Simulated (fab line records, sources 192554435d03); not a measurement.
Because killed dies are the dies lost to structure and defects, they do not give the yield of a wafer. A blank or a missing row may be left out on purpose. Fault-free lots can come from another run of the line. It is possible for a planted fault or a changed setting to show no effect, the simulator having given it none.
2 desks looking at one fault | flow n5-finfet | only its own numbers are on each desk; what lay behind them is given at the end

== DESK OF THE TOOL OWNER: ald-hk-03 ==
The tool's own readings at N5_HKMG_FIN_ALD_74 (deposits La2O3, target thk 0.5 nm, pulse time 6 s, co reactant pulse time 1 s): means of the sampled wafers that have a number, for each lot that ran on this tool. The brackets show how far a lot's mean lies from the usual mean; more than 4 standard deviations puts the lot out of limits, marked OUT.
Columns: A = heater-power-w at N5_HKMG_FIN_ALD_74, usual 359 W; B = precursor-pulse-height-rel at N5_HKMG_FIN_ALD_74, usual 1.002
lot  | first seen here | A   | B
L269 | day 4 16:14     | 324 | 0.994
L272 | day 5 11:31     | 353 | 0.991
L273 | day 5 16:29     | 338 | 1.010
L286 | day 9 04:13     | 321 | 0.976
L287 | day 9 06:04     | 351 | 1.004
This desk found nothing out of limits on any of the 5 lots.

== THE METROLOGY DESK ==
What the gauges read for every lot (on any tool): the sampled wafers with a number, averaged. The brackets show how far a lot's mean lies from the usual mean; more than 4 standard deviations puts the lot out of limits, marked OUT. Readings shown: 7 out of 15 (the first out of limits, and those lying furthest out on some lot).
Columns: A = IOFF_P at N5_BEOL_M4_RC_MEAS_101, usual 0.21 nA/um; B = IOFF_P_85C at N5_BEOL_M4_RC_MEAS_101, usual 3.6 nA/um; C = IOFF_P_LIN at N5_BEOL_M4_RC_MEAS_101, usual 0.097 nA/um; D = IOFF_P_LONG at N5_BEOL_M4_RC_MEAS_101, usual 0.000101 nA/um; E = VT_N_LVT at N5_BEOL_M4_RC_MEAS_101, usual 96 mV; F = VT_P at N5_BEOL_M4_RC_MEAS_101, usual -252 mV; G = VT_P_LONG at N5_BEOL_M4_RC_MEAS_101, usual -277.0 mV
lot  | first seen here | A               | B              | C                | D                  | E              | F               | G
L268 | day 8 10:26     | 0.27            | 4.5            | 0.119            | 0.000113           | 91             | -245            | -272.5
L269 | day 8 15:17     | 0.21            | 3.6            | 0.098            | 0.000100           | 97             | -252            | -276.4
L272 | day 9 08:15     | 0.21            | 3.6            | 0.100            | 0.000102           | 96             | -250            | -274.3
L274 | day 9 11:06     | 0.29            | 4.9            | 0.127            | 0.000100           | 89             | -246            | -275.3
L273 | day 9 11:34     | 0.20            | 3.4            | 0.093            | 0.000102           | 96             | -253            | -277.7
L275 | day 9 16:11     | 0.17            | 3.0            | 0.084            | 0.000106           | 98             | -252            | -274.4
L277 | day 11 02:49    | 0.20            | 3.4            | 0.096            | 0.000110           | 102            | -250            | -273.8
L279 | day 11 05:08    | 0.19            | 3.4            | 0.088            | 0.000096           | 97             | -253            | -281.5
L286 | day 12 23:22    | 0.62 (+11) OUT  | 9.0 (+10) OUT  | 0.283 (+14) OUT  | 0.000223 (+17) OUT | 129 (+9.2) OUT | -220 (+9.4) OUT | -249.6 (+9.8) OUT
L287 | day 13 02:18    | 0.46 (+6.8) OUT | 6.9 (+6.2) OUT | 0.215 (+9.1) OUT | 0.000192 (+13) OUT | 110            | -232 (+6.0) OUT | -259.2 (+6.3) OUT
This desk's result: L286, L287 out of limits, first on L286 (IOFF_P at N5_BEOL_M4_RC_MEAS_101), day 12 23:22. L268, L269, L272, L274, L273, L275, L277, L279 stayed within limits.

== ALL TOGETHER ==
Metrology desk: alarm possible at day 12 23:22 on L286, L287.
The tool owner's desk saw nothing out of limits.
Tool owner's desk: L286, L287 on record, inside its limits.
Of the lots named, all ran N5_HKMG_FIN_ALD_74 on ald-hk-03.

== WHAT HAD BEEN PUT IN BY THE SIMULATOR ==
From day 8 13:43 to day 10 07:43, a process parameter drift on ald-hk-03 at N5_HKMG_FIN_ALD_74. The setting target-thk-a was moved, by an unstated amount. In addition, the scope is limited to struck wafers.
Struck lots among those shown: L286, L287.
Time in hours between the start of the fault and the first out-of-limits reading at each desk: metrology desk, 106.
